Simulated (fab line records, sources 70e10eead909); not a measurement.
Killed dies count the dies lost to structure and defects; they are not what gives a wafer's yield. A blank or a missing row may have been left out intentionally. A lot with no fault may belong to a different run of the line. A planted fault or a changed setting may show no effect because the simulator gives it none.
fab line records	flow nand_harc
[record] lots = 6	wafers = 18	last_day = 34
route steps=1302 shown A_CONTACT@1054 END@1302
lots that met no fault: from a run of the same line without faults
start_h: start of the lot's first displayed wafer, in hours after the record's first day	wait_h: hours since the lot's step before	" as in the row above	L1.1+2: one row covering several wafers at once	- no value, or no start given	* or withheld: withheld	< > ~ a bound
route shown NAME@n: a module of which the file shows steps, and the number in the route of the first	usual: mean/standard deviation of fault-free wafers	same: alike in all rows	chamber/n: place in a boat	sites: the reading at each site	_std_site: the values' standard deviation	_edge_site: inner sites' mean taken away from outer sites' mean	radius_mm: how far each site lies from the wafer's centre	mask NAME#n: copy n	behind: the last tool/chamber to shape the wafer	hold: cause of the lot's hold/its duration in hours/its outcome	device: names the non-switching transistor (n, p or np)	end of line: tests run on the same wafers once the route is complete	a step given without rows: its recipe and nothing more	killed: dies that structure and defects cost at the first sort, which is not the same as the wafer's yield	map: per-die view of a wafer (x killed, . not killed, _ where there is no die)
set.NAME: setting as actually run; set.NAME@STEP: the setting as run at that earlier step	model.NAME: the simulator's own value behind a step, which no gauge read
lots at some steps of the route; a table a step, a row a wafer
services: a tool's chamber out of use, with start hour (start_h, from the record's first day; less than 0 if before it), hours out, and reason
[[steps]]
[step NHARC_A_CONTACT_ETCH_131]
[recipe] source_w = withheld	pressure_mtorr = 20	bias_v = 3000	time_s = 197	target_depth_a = 19180	ar_flow_sccm = withheld	c4f8_flow_sccm = withheld	o2_flow_sccm = withheld	chemistry = C4F8/O2/Ar
[step NHARC_A_CONTACT_ETCH_132]
[recipe] source_w = withheld	pressure_mtorr = 20	bias_v = 3000	time_s = 197	target_depth_a = 19240	ar_flow_sccm = withheld	c4f8_flow_sccm = withheld	o2_flow_sccm = withheld	chemistry = C4F8/O2/Ar
lot.wafer	tool	chamber	start_h	wait_h	rf_hours_counter_h
L632.2	har_cap_etch-02	0	586.39	0.1	102
L632.3	"	1	"	"	-
L632.5	"	0	"	"	-
L633.2	har_cap_etch-03	0	605.86	0.1	59
L633.1	"	1	"	"	59
L633.5	"	1	"	"	-
L638.2	har_cap_etch-03	0	648.25	0.1	68
L638.3	"	1	"	"	-
L638.4	"	0	"	"	-
L640.1	har_cap_etch-01	1	665.20	0.1	29
L640.4	"	0	"	"	-
L640.3	"	1	"	"	-
L644.1	har_cap_etch-01	1	700.81	0.1	36
L644.4	"	1	"	"	-
L644.6	"	0	"	"	-
L647.2	har_cap_etch-01	0	760.94	0.1	44
L647.3	"	1	"	"	-
L647.6	"	0	"	"	-
[step NHARC_A_CONTACT_ETCH_133]
[recipe] source_w = withheld	pressure_mtorr = 20	bias_v = 400	time_s = 374	target_depth_a = 16100	ar_flow_sccm = withheld	c4f8_flow_sccm = 11.5	o2_flow_sccm = 7.2	chemistry = C4F8/O2/Ar
[step NHARC_A_CONTACT_ETCH_91]
[recipe] target_depth_a = 400	over_etch_frac = 0.5	time_s = 85.7	ion_energy_ev = 120	ch3f_flow_sccm = 50	o2_flow_sccm = 30	ar_flow_sccm = 200	rf_w = 500	bias_w = 100	chemistry = CH3F/O2
[step NHARC_A_CONTACT_ETCH_97]
[recipe] target_depth_a = 200	over_etch_frac = 0.5	time_s = 10	ion_energy_ev = 250	c4f6_flow_sccm = 25	o2_flow_sccm = 20	ar_flow_sccm = 500	rf_w = 600	bias_w = 500	chemistry = C4F6/O2
[usual] drypump_motor_current_A = 5.7/0.34	oes_product_au = 0.963/0.026	rf_vpp_V = 546/3.1	showerhead_plenum_p_Torr = 3.87/0.15	throttle_valve_pct = 26.903/0.0093
lot.wafer	tool	chamber	start_h	wait_h	drypump_motor_current_A	oes_product_au	rf_hours_counter_h	rf_vpp_V	showerhead_plenum_p_Torr	throttle_valve_pct
L632.2	rie_diel-03	1	-	-	5.1	0.975	22	545	3.80	26.890
L632.3	"	2	"	"	5.8	0.961	21	543	3.74	26.922
L632.5	"	2	"	"	5.8	0.968	-	543	3.74	26.892
L633.1	rie_diel-03	1	-	-	5.1	0.946	25	544	3.80	26.924
L633.2	"	0	"	"	5.8	0.941	28	543	3.68	26.894
L633.5	"	2	"	"	5.9	0.942	-	542	3.74	26.909
L638.4	rie_diel-08	2	-	-	5.9	0.936	33	547	3.98	26.911
L638.3	"	3	"	"	6.4	0.925	34	549	4.02	26.909
L638.2	"	1	"	"	5.4	0.940	34	544	3.75	26.896
L640.1	rie_diel-08	3	-	-	6.4	0.929	38	549	4.02	26.909
L640.4	"	0	"	"	5.8	0.945	41	551	4.20	26.917
L640.3	"	1	"	"	5.4	0.956	40	542	3.75	26.902
L644.1	rie_diel-12	1	-	-	5.6	0.954	23	544	3.74	26.912
L644.4	"	2	"	"	5.8	0.952	13	548	3.97	26.894
L644.6	"	0	"	"	5.8	0.955	-	544	3.78	26.912
L647.2	rie_diel-12	3	762.10	0.1	6.0	0.953	47	548	3.95	26.889
L647.3	"	1	"	"	5.6	0.954	48	543	3.73	26.900
L647.6	"	2	"	"	5.8	0.957	-	546	3.95	26.928
[step NHARC_A_CONTACT_CD_MEAS_80]
[usual] cd_nm = 289.6/0.67
lot.wafer	tool	chamber	start_h	wait_h	cd_nm
L632.2	cd_sem-01	-	587.57	-	289.3
L632.3	"	-	"	"	290.0
L632.5	"	-	"	"	290.3
L633.1	cd_sem-03	-	607.05	-	289.3
L633.2	"	-	"	"	289.9
L633.5	"	-	"	"	289.6
L638.2	cd_sem-02	-	649.40	-	291.3
L638.3	"	-	"	"	289.9
L638.4	"	-	"	"	290.6
L640.1	cd_sem-02	-	666.35	-	289.3
L640.3	"	-	"	"	289.7
L640.4	"	-	"	"	289.2
L644.1	cd_sem-01	-	701.96	-	289.4
L644.4	"	-	"	"	290.0
L644.6	"	-	"	"	289.1
L647.2	cd_sem-03	-	762.19	-	288.7
L647.3	"	-	"	"	289.3
L647.6	"	-	"	"	289.2
[step NHARC_A_CONTACT_STRIP_103]
[recipe] n2_flow_sccm = 150	h2_flow_sccm = 150	ar_flow_sccm = 0	bias_w = 0	chemistry = N2/H2
[step NHARC_A_CONTACT_STRIP_104]
[recipe] cf4_flow_sccm = 100	chf3_flow_sccm = 30	ar_flow_sccm = 0	bias_w = 0	chemistry = CF4/CHF3
[step NHARC_A_CONTACT_STRIP_105]
[recipe] o2_flow_sccm = 400	cos_flow_sccm = 20	ar_flow_sccm = 0	bias_w = 0	chemistry = O2/COS
[step NHARC_A_CONTACT_ETCH_106]
[recipe] target_depth_a = 900	overetch_a = 90	time_s = 49.5	ion_energy_ev = 100	cf4_flow_sccm = 80	o2_flow_sccm = 20	ar_flow_sccm = 0	rf_w = 300	bias_w = 100	chemistry = CF4/O2
[step NHARC_A_CONTACT_STRIP_82]
[recipe] o2_flow_sccm = 500	ar_flow_sccm = 0	bias_w = 0	chemistry = O2
[step NHARC_A_CONTACT_STRIP_83]
[recipe] time_s = 600	temp_c = 30	chemistry = post_etch_residue_remover
[step NHARC_A_CONTACT_DEP_84]
[recipe] target_thk_a = 28000	temp_c = 400	material = aC
[usual] throttle_valve_pct = 35.000/0.0092
lot.wafer	tool	chamber	start_h	wait_h	throttle_valve_pct
L632.2	acl_dep-01	0	588.81	-	35.003
L632.3	"	0	"	"	34.986
L632.5	"	0	"	"	34.990
L633.1	acl_dep-01	0	608.01	-	35.017
L633.2	"	0	"	"	35.009
L633.5	"	0	"	"	35.003
L638.2	acl_dep-01	0	651.98	-	34.996
L638.3	"	0	"	"	35.000
L638.4	"	0	"	"	34.997
L640.1	acl_dep-01	0	668.87	-	34.989
L640.3	"	0	"	"	34.996
L640.4	"	0	"	"	35.009
L644.1	acl_dep-03	0	705.47	-	35.001
L644.4	"	0	"	"	35.013
L644.6	"	0	"	"	34.983
L647.2	acl_dep-01	0	767.50	-	34.990
L647.3	"	0	"	"	35.002
L647.6	"	0	"	"	35.011
[step NHARC_A_CONTACT_DEP_85]
[recipe] target_thk_a = 600	target_thk_nm = 60	temp_c = 400	pressure_torr = 3.5	flow_sccm = 200	rf_w = 350	material = SiON
[step NHARC_A_CONTACT_DEHYDRATE_00]
[recipe] temp_c = 150	time_s = 120
[step NHARC_A_CONTACT_HMDS_01]
[recipe] time_s = 30
[step NHARC_A_CONTACT_COAT_86]
[recipe] temp_c = 260	time_s = 75
[step NHARC_A_CONTACT_COAT_87]
[recipe] temp_c = 225	time_s = 65
[step NHARC_A_CONTACT_COAT_02]
[recipe] spin_rpm = 1500	resist_thk_nm = 90
[step NHARC_A_CONTACT_SOFTBAKE_03]
[recipe] temp_c = 105	time_s = 55
[step NHARC_A_CONTACT_EBR_04]
[step NHARC_A_CONTACT_EXPOSE_05]
[recipe] na = 1.35	sigma_outer = 0.8	dose_mj = 84.24	mask_id = A_CC
[step NHARC_A_CONTACT_PEB_06]
[recipe] peb_temp_c = 100	peb_time_s = 65
[step NHARC_A_CONTACT_DEVELOP_07]
[recipe] develop_time_s = 35	dev_temp_c = 23
[step NHARC_A_CONTACT_CD_MEAS_08]
[recipe] target_cd_nm = 200	landing_energy_ev = 500
[usual] cd_nm = 200.2/0.63
lot.wafer	tool	chamber	start_h	wait_h	cd_nm
L632.2	cd_sem-01	0	590.99	-	199.6
L632.3	"	0	"	"	199.5
L632.5	"	0	"	"	200.4
L633.1	cd_sem-02	0	610.34	-	199.5
L633.2	"	0	"	"	200.6
L633.5	"	0	"	"	201.0
L638.2	cd_sem-01	0	654.27	-	200.8
L638.3	"	0	"	"	200.7
L638.4	"	0	"	"	201.9
L640.1	cd_sem-02	0	671.53	-	201.1
L640.3	"	0	"	"	199.8
L640.4	"	0	"	"	200.9
L644.1	cd_sem-01	0	707.93	-	200.1
L644.4	"	0	"	"	201.5
L644.6	"	0	"	"	199.1
L647.2	cd_sem-02	0	769.69	-	199.9
L647.3	"	0	"	"	200.7
L647.6	"	0	"	"	200.9
[step NHARC_A_CONTACT_OVL_MEAS_09]
[usual] overlay_x_nm = 0.1/0.74	overlay_y_nm = -0.1/0.85
lot.wafer	tool	chamber	start_h	wait_h	overlay_x_nm	overlay_y_nm
L632.2	overlay-02	-	591.07	-	-1.3	-0.4
L632.3	"	-	"	"	-1.6	-0.4
L632.5	"	-	"	"	-2.0	-0.5
L633.1	overlay-01	-	610.43	-	0.5	-1.3
L633.2	"	-	"	"	0.1	-0.8
L633.5	"	-	"	"	0.6	-1.0
L638.2	overlay-01	-	654.36	-	-0.6	0.4
L638.3	"	-	"	"	-0.1	0.2
L638.4	"	-	"	"	-0.5	0.4
L640.1	overlay-01	-	671.62	-	0.2	2.3
L640.3	"	-	"	"	0.2	1.5
L640.4	"	-	"	"	0.7	2.1
L644.1	overlay-02	-	708.01	-	0.7	0.0
L644.4	"	-	"	"	0.2	-0.4
L644.6	"	-	"	"	-0.2	0.1
L647.2	overlay-02	-	769.78	-	0.0	-1.1
L647.3	"	-	"	"	0.4	-0.3
L647.6	"	-	"	"	0.2	-0.9
[step NHARC_A_CONTACT_INSPECT_10]
[usual] raw_defect_count = 80/32
lot.wafer	tool	chamber	start_h	wait_h	raw_defect_count
L632.2	defect_inspect-01	-	591.11	0.0	121
L632.3	"	-	"	"	143
L632.5	"	-	"	"	126
L633.1	defect_inspect-01	-	610.47	0.0	31
L633.2	"	-	"	"	40
L633.5	"	-	"	"	45
L638.2	defect_inspect-01	-	654.39	0.0	98
L638.3	"	-	"	"	102
L638.4	"	-	"	"	91
L640.1	defect_inspect-01	-	671.65	0.0	115
L640.3	"	-	"	"	118
L640.4	"	-	"	"	110
L644.1	defect_inspect-01	-	708.05	0.0	144
L644.4	"	-	"	"	104
L644.6	"	-	"	"	134
L647.2	defect_inspect-02	-	769.81	0.0	63
L647.3	"	-	"	"	60
L647.6	"	-	"	"	68
[step NHARC_A_CONTACT_DESCUM_13]
[recipe] time_s = 3	o2_flow_sccm = 200	ar_flow_sccm = 0	bias_power_w = 0	chemistry = O2
[step NHARC_A_CONTACT_ETCH_88]
[recipe] target_depth_a = 390	over_etch_frac = 0.3	time_s = 65	ion_energy_ev = 80	cf4_flow_sccm = 150	ar_flow_sccm = 0	rf_w = 300	bias_w = 100	chemistry = CF4
[step NHARC_A_CONTACT_ETCH_89]
[recipe] target_depth_a = 2600	over_etch_frac = 0.3	time_s = 475.3	ion_energy_ev = 200	n2_flow_sccm = 150	h2_flow_sccm = 150	ar_flow_sccm = 0	rf_w = 400	bias_w = 150	chemistry = N2/H2
[usual] drypump_motor_current_A = 5.6/0.33	oes_product_au = 1.001/0.014	rf_vpp_V = 429.5/2.7	showerhead_plenum_p_Torr = 2.00/0.092	throttle_valve_pct = 14.172/0.01
lot.wafer	tool	chamber	start_h	wait_h	drypump_motor_current_A	oes_product_au	rf_hours_counter_h	rf_vpp_V	showerhead_plenum_p_Torr	throttle_valve_pct
L632.2	rie_diel-08	1	-	-	5.4	1.013	12	427.3	1.95	14.192
L632.3	"	2	"	"	5.9	0.995	10	432.0	2.08	14.179
L632.5	"	2	"	"	5.9	1.004	-	432.2	2.08	14.178
L633.2	rie_diel-03	3	-	-	5.2	1.006	26	435.5	2.16	14.157
L633.1	"	0	"	"	5.8	0.999	29	427.9	1.90	14.178
L633.5	"	1	"	"	5.1	1.018	-	429.1	1.96	14.175
L638.2	rie_diel-12	1	-	-	5.6	0.995	11	426.3	1.94	14.189
L638.3	"	3	"	"	6.0	1.014	13	431.8	2.07	14.177
L638.4	"	0	"	"	5.8	1.010	-	428.1	1.96	14.171
L640.1	rie_diel-12	0	-	-	5.8	1.013	18	426.7	1.96	14.174
L640.4	"	1	"	"	5.6	1.019	16	427.7	1.94	14.179
L640.3	"	3	"	"	6.1	1.011	18	429.7	2.07	14.171
L644.1	rie_diel-08	0	-	-	5.8	1.013	55	434.8	2.20	14.144
L644.4	"	2	"	"	5.9	0.983	50	431.0	2.07	14.164
L644.6	"	0	"	"	5.8	1.007	-	433.9	2.20	14.163
L647.3	rie_diel-03	2	-	-	5.8	0.963	24	426.9	1.92	14.179
L647.2	"	3	"	"	5.2	1.001	3	434.2	2.16	14.185
L647.6	"	1	"	"	5.2	1.021	-	427.9	1.95	14.177
[step NHARC_A_CONTACT_ETCH_30]
[recipe] target_depth_a = 726	time_s = 36.3	cf4_flow_sccm = 100	chf3_flow_sccm = 30	ar_flow_sccm = 0	rf_w = 500	bias_w = 200	chemistry = CF4/CHF3
[step NHARC_A_CONTACT_ETCH_31]
[recipe] target_depth_a = 28000	over_etch_frac = 0.3	time_s = 728	ion_energy_ev = 150	o2_flow_sccm = 400	cos_flow_sccm = 20	ar_flow_sccm = 0	rf_w = 500	bias_w = 300	chemistry = O2/COS
[step NHARC_A_CONTACT_ETCH_134]
[recipe] source_w = withheld	pressure_mtorr = 20	bias_v = withheld	time_s = 140	target_depth_a = 7000	ar_flow_sccm = withheld	c4f8_flow_sccm = withheld	o2_flow_sccm = withheld	chemistry = C4F8/O2/Ar
[step NHARC_A_CONTACT_ETCH_135]
[recipe] source_w = withheld	pressure_mtorr = 20	bias_v = 1200	time_s = 311	target_depth_a = 19120	ar_flow_sccm = withheld	c4f8_flow_sccm = withheld	o2_flow_sccm = withheld	chemistry = C4F8/O2/Ar
[step NHARC_A_CONTACT_ETCH_136]
[recipe] source_w = withheld	pressure_mtorr = 20	bias_v = 1200	time_s = 311	target_depth_a = 19120	ar_flow_sccm = withheld	c4f8_flow_sccm = withheld	o2_flow_sccm = withheld	chemistry = C4F8/O2/Ar
[step NHARC_A_CONTACT_ETCH_137]
[recipe] source_w = withheld	pressure_mtorr = 20	bias_v = 1200	time_s = 311	target_depth_a = 19120	ar_flow_sccm = withheld	c4f8_flow_sccm = withheld	o2_flow_sccm = withheld	chemistry = C4F8/O2/Ar
lot.wafer	tool	chamber	start_h	wait_h	rf_hours_counter_h
L632.2	har_cap_etch-03	0	593.30	0.2	57
L632.3	"	1	"	"	-
L632.5	"	1	"	"	-
L633.2	har_cap_etch-02	0	613.33	0.2	108
L633.1	"	1	"	"	108
L633.5	"	1	"	"	-
L638.2	har_cap_etch-03	1	656.84	0.2	69
L638.4	"	0	"	"	-
L638.3	"	1	"	"	-
L640.1	har_cap_etch-01	0	673.58	0.2	30
L640.3	"	0	"	"	-
L640.4	"	1	"	"	-
L644.1	har_cap_etch-02	1	710.12	0.2	126
L644.4	"	1	"	"	-
L644.6	"	0	"	"	-
L647.2	har_cap_etch-01	0	773.64	0.2	49
L647.3	"	0	"	"	-
L647.6	"	0	"	"	-
[step NHARC_A_CONTACT_ETCH_138]
[recipe] source_w = withheld	pressure_mtorr = 20	bias_v = 1200	time_s = 311	target_depth_a = 19140	ar_flow_sccm = withheld	c4f8_flow_sccm = withheld	o2_flow_sccm = withheld	chemistry = C4F8/O2/Ar
[step NHARC_A_CONTACT_ETCH_139]
[recipe] source_w = withheld	pressure_mtorr = 20	bias_v = 400	time_s = 195	target_depth_a = 8400	ar_flow_sccm = withheld	c4f8_flow_sccm = 11.5	o2_flow_sccm = 7.2	chemistry = C4F8/O2/Ar
[step NHARC_A_CONTACT_ETCH_92]
[recipe] target_depth_a = 400	over_etch_frac = 0.5	time_s = 85.7	ion_energy_ev = 120	ch3f_flow_sccm = 50	o2_flow_sccm = 30	ar_flow_sccm = 200	rf_w = 500	bias_w = 100	chemistry = CH3F/O2
[step NHARC_A_CONTACT_ETCH_98]
[recipe] target_depth_a = 200	over_etch_frac = 0.5	time_s = 10	ion_energy_ev = 250	c4f6_flow_sccm = 25	o2_flow_sccm = 20	ar_flow_sccm = 500	rf_w = 600	bias_w = 500	chemistry = C4F6/O2
[usual] drypump_motor_current_A = 5.7/0.34	oes_product_au = 0.966/0.028	rf_vpp_V = 546/3.5	showerhead_plenum_p_Torr = 3.88/0.17	throttle_valve_pct = 26.902/0.0084
lot.wafer	tool	chamber	start_h	wait_h	drypump_motor_current_A	oes_product_au	rf_hours_counter_h	rf_vpp_V	showerhead_plenum_p_Torr	throttle_valve_pct
L632.3	rie_diel-12	0	594.52	0.1	5.8	0.937	52	544	3.80	26.894
L632.2	"	3	"	"	6.1	0.937	46	547	3.98	26.917
L632.5	"	1	"	"	5.6	0.943	-	543	3.76	26.902
L633.2	rie_diel-08	0	614.60	0.1	5.8	1.009	19	553	4.22	26.896
L633.1	"	1	"	"	5.4	0.999	19	542	3.76	26.899
L633.5	"	0	"	"	5.8	1.010	-	552	4.21	26.906
L638.4	rie_diel-03	0	-	-	5.8	0.958	1	542	3.68	26.905
L638.3	"	2	"	"	5.8	0.927	2	543	3.74	26.903
L638.2	"	3	"	"	5.2	0.947	2	551	4.12	26.911
L640.4	rie_diel-08	2	-	-	5.9	0.943	40	549	3.97	26.916
L640.3	"	0	"	"	5.8	0.946	44	553	4.20	26.901
L640.1	"	1	"	"	5.5	0.946	43	544	3.74	26.905
L644.1	rie_diel-03	1	711.39	0.1	5.1	0.954	12	544	3.78	26.895
L644.6	"	2	"	"	5.8	0.919	-	543	3.73	26.911
L644.4	"	1	"	"	5.1	0.959	-	546	3.78	26.908
L647.2	rie_diel-08	0	-	-	5.8	0.961	14	553	4.18	26.897
L647.3	"	1	"	"	5.4	0.965	17	543	3.73	26.905
L647.6	"	0	"	"	5.8	0.960	-	550	4.18	26.895
[step NHARC_A_CONTACT_CD_MEAS_15]
[usual] cd_nm = 190.0/0.87
lot.wafer	tool	chamber	start_h	wait_h	cd_nm
L632.2	cd_sem-02	-	594.60	-	190.5
L632.3	"	-	"	"	190.6
L632.5	"	-	"	"	191.1
L633.1	cd_sem-01	-	614.69	-	190.6
L633.2	"	-	"	"	188.9
L633.5	"	-	"	"	188.9
L638.2	cd_sem-03	-	658.13	-	189.2
L638.3	"	-	"	"	189.6
L638.4	"	-	"	"	190.0
L640.1	cd_sem-02	-	674.91	-	188.6
L640.3	"	-	"	"	188.9
L640.4	"	-	"	"	188.8
L644.1	cd_sem-02	-	711.47	-	189.0
L644.4	"	-	"	"	188.7
L644.6	"	-	"	"	189.2
L647.2	cd_sem-03	-	774.99	-	189.4
L647.3	"	-	"	"	189.4
L647.6	"	-	"	"	189.5
[step NHARC_A_CONTACT_STRIP_107]
[recipe] n2_flow_sccm = 150	h2_flow_sccm = 150	ar_flow_sccm = 0	bias_w = 0	chemistry = N2/H2
[step NHARC_END_SORT_01]
[recipe] temp_c = 25
[usual] killed_at_array = 56/17	killed_at_other = 1.2/1.4	killed_at_periphery = 4/3.2	killed_dies = 61/16	killed_open = 3.6/2.1	killed_short = 2.7/1.8
[same] gross_dies = 677
lot.wafer	tool	chamber	start_h	wait_h	killed_at_array	killed_at_other	killed_at_periphery	killed_dies	killed_open	killed_short
L638.2	prober-01	0	707.32	2.8	295	0	5	300	3	4
L638.3	prober-01	0	708.12	3.1	292	0	4	296	1	3
L638.4	prober-01	0	708.92	3.4	328	0	3	331	0	0
L640.1	prober-02	0	721.63	2.5	297	1	4	302	5	2
L640.3	prober-02	0	723.21	3.1	348	1	3	352	1	4
L640.4	prober-02	0	724.01	3.4	253	2	3	258	3	0
// killed by level:class
L638.2 A_CONTACT:area_dep=224 A_CHANNEL_HOLE_D1:chamber_film_flake=29 A_CHANNEL_HOLE_D2:chamber_film_flake=26 P_GATE:chamber_film_flake=3 A_SLIT:chamber_film_flake=3 A_STAIRCASE:chamber_film_flake=3 A_WL_FILL:chamber_film_flake=2 P_GATE:geometric_particle:open=1
L638.3 A_CONTACT:area_dep=229 A_CHANNEL_HOLE_D2:chamber_film_flake=27 A_CHANNEL_HOLE_D1:chamber_film_flake=24 A_CONTACT:chamber_film_flake=4 A_SLIT:chamber_film_flake=3 A_CHANNEL_FILL_D1:geometric_particle:short=2 P_M0:geometric_particle:open=1 A_CHANNEL_FILL_D2:geometric_particle:short=1
L638.4 A_CONTACT:area_dep=264 A_CHANNEL_HOLE_D1:chamber_film_flake=29 A_CHANNEL_HOLE_D2:chamber_film_flake=26 A_CONTACT:chamber_film_flake=5 A_DECK1_JOINT:chamber_film_flake=2 A_SLIT:chamber_film_flake=2 P_ZERO_WELL:chamber_film_flake=1 P_GATE:chamber_film_flake=1
L640.1 A_CONTACT:area_dep=238 A_SLIT:chamber_film_flake=28 A_CHANNEL_HOLE_D1:chamber_film_flake=23 A_STAIRCASE:chamber_film_flake=3 P_M0:geometric_particle:open=2 P_CONTACT:geometric_particle:short=1 A_SOURCE_PLATE:geometric_particle:open=1 A_CHANNEL_HOLE_D1:geometric_particle:open=1
L640.3 A_CONTACT:area_dep=284 A_SLIT:chamber_film_flake=35 A_CHANNEL_HOLE_D1:chamber_film_flake=20 A_STAIRCASE:chamber_film_flake=4 A_WL_FILL:geometric_particle:short=2 P_M0:chamber_film_flake=2 A_CHANNEL_HOLE_D1:geometric_particle:short=1 A_CHANNEL_FILL_D1:geometric_particle:short=1
L640.4 A_CONTACT:area_dep=183 A_SLIT:chamber_film_flake=33 A_CHANNEL_HOLE_D1:chamber_film_flake=28 THIN_TSV:chamber_film_flake=2 P_M0:chamber_film_flake=2 A_STAIRCASE:chamber_film_flake=2 A_WL_FILL:chamber_film_flake=2 A_CHANNEL_FILL_D2:chamber_film_flake=1
// map L638.4 (x killed, . not)
____________.____________
_________......._________
_______..........._______
______.............______
_____..............._____
____........x........____
____.....x...xx..x...____
___...x..x..xxxx..x...___
___..x..x.xx.xxx.xx...___
__......xxxxxxxxxx.....__
__...x.x.xx.xxxxxxx....__
_.....xxxxx.xxxxx.x.x..._
_x.....xx.xxxxxx..xx...._
_....x..xxxxxxxxxx.x.x.._
_.....x.xxxxxxxxxxxxx..x_
_.....x.xxxxxxxxxx.xxx.._
....xx.xxxxxxxxxxxxx.xx..
....x.xxxxxxxxxxxxxxxx...
......xxxxxxxxxxxxxxxxx..
....xx.x.xxxxxxxxxxxx....
.....x.xxxxxxxxxxxxx.x...
_.......xxxxxxxxxxxxxxx._
_.....xxxxxxxxxxxxxxxxx._
_.....xx.x.xxxxxxxxx...._
_....xxx.xxxxx.xxxxxxxxx_
_...xxx.xxxxxxxxxxxxxx.._
__....xxxxxxxxxx.xxxx..__
__.x..xxx.xxxxxx.xxxx..__
___...x...x.xxxx.xx.x.___
___...xxx.x.x..xxx.xx.___
____....xx.xxx.xx..x.____
____......x..xxx.....____
_____...xx...x.x...._____
______......x......______
_______......x...._______
_________......._________
____________.____________
// map L640.3 (x killed, . not)
____________.____________
_________......._________
_______.......x..._______
______.............______
_____.......x......._____
____.x...........x...____
____xx.xx..x....x.x..____
___.....x......x.x....___
___.....x.x..x.xx.....___
__x..x...xxxxxxx.x.....__
__....x.xxxxx.x.xxxx...__
_.......x.xxxxxxx.x.x..._
_......xxxxxxxxxxxxx...._
_x.x....xxxxxx.xxxxx.x.._
_.....xxxxxxxxxxxxxx...._
_.....xxxxxxxxxx.xx....._
.....xxxxxxxxxxxxxxx.....
....xxxxxxxxxxxxxxxx.x...
.....xxxxxxxxxxxxxxx.x...
.....xxx.xxxxxxxxxxx.x...
......xxxxxxxxxxxxxxx.x..
_...x.xxxxxxxxxxxxxxx..._
_...xxxxxxxxxxxxxxxxxx.._
_...xxx.xxxxxxxxxxxxxxx._
_.x..xx.xxx.xxxxxxxxx..._
_.....xxxxxxxxxxxxxxx.xx_
__..xx.x.xxxxxxxxxxxx..__
__xxxxxxxxxxxxxxxxx.x..__
___x..x..x..xxx.x..xx.___
___xx.xxxxxxxxxxx.xx..___
____xx.xxxxxxxx.x..xx____
____x.x.....xxx.x....____
_____xx.....xx......_____
______x.x.......x..______
_______....xxx...._______
_________......._________
____________.____________
[[services]]
tool	chamber	start_h	hours	kind
rie_diel-08	0	578.38	-	clean
rie_diel-08	1	578.38	-	clean
rie_diel-08	2	578.38	-	clean
rie_diel-08	3	578.38	-	clean
rie_diel-12	2	582.04	17.2	repair
rie_diel-08	3	590.36	5.6	repair
rie_diel-03	-	600.39	0.8	repair
rie_diel-08	2	611.67	5.8	repair
har_cap_etch-03	-	615.56	0.6	repair
rie_diel-12	-	624.46	9.0	pm
acl_dep-03	-	630.30	9.1	repair
rie_diel-12	1	633.81	3.7	repair
rie_diel-03	-	635.90	9.0	pm
rie_diel-12	2	638.94	16.7	repair
acl_dep-03	-	665.09	13.0	pm
rie_diel-03	-	666.95	0.5	repair
rie_diel-08	1	678.67	1.2	repair
rie_diel-08	-	721.88	9.0	pm
acl_dep-01	-	735.65	13.0	pm
rie_diel-12	0	751.22	3.8	repair
har_cap_etch-02	-	756.90	17.0	pm
rie_diel-08	3	757.29	2.8	repair
rie_diel-03	0	757.81	12.7	repair
rie_diel-12	0	759.35	3.4	repair
[[key]]
[first_sign] step = NHARC_END_SORT_01	reading = killed_at_array	direction = up	sigmas = 15	usual = 56	struck = 302
[effect] step = NHARC_END_SORT_01	reading = killed_dies	direction = up	sigmas = 15	usual = 61	struck = 306
[more_kills_born_at] NHARC_A_CONTACT_DEP_84@acl_dep-01 = 1422
met_at NHARC_A_CONTACT_DEP_84
struck_wafers L638.2,L638.3,L638.4,L640.1,L640.3,L640.4
tester_left_out L638,L640
onset_between 608.01 651.98
also_fits NHARC_A_CONTACT_ETCH_97:rie_diel-08,NHARC_A_CONTACT_ETCH_89:rie_diel-12
[fault] kind = process_parameter_drift	tool = acl_dep-01	chamber = 0	onset_h = 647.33	steps = NHARC_A_CONTACT_DEP_84	channel = target_thk_a	offset = *	shape = step	end_h = 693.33	acts_in = *	stated = *
// tester_left_out: of these lots the tester's yield and bins aren't shown, on N5 and GAA mostly nor the transistor test; their killed dies are dies lost to structure and defects alone, not to doping, threshold or leakage, so they don't give the yield
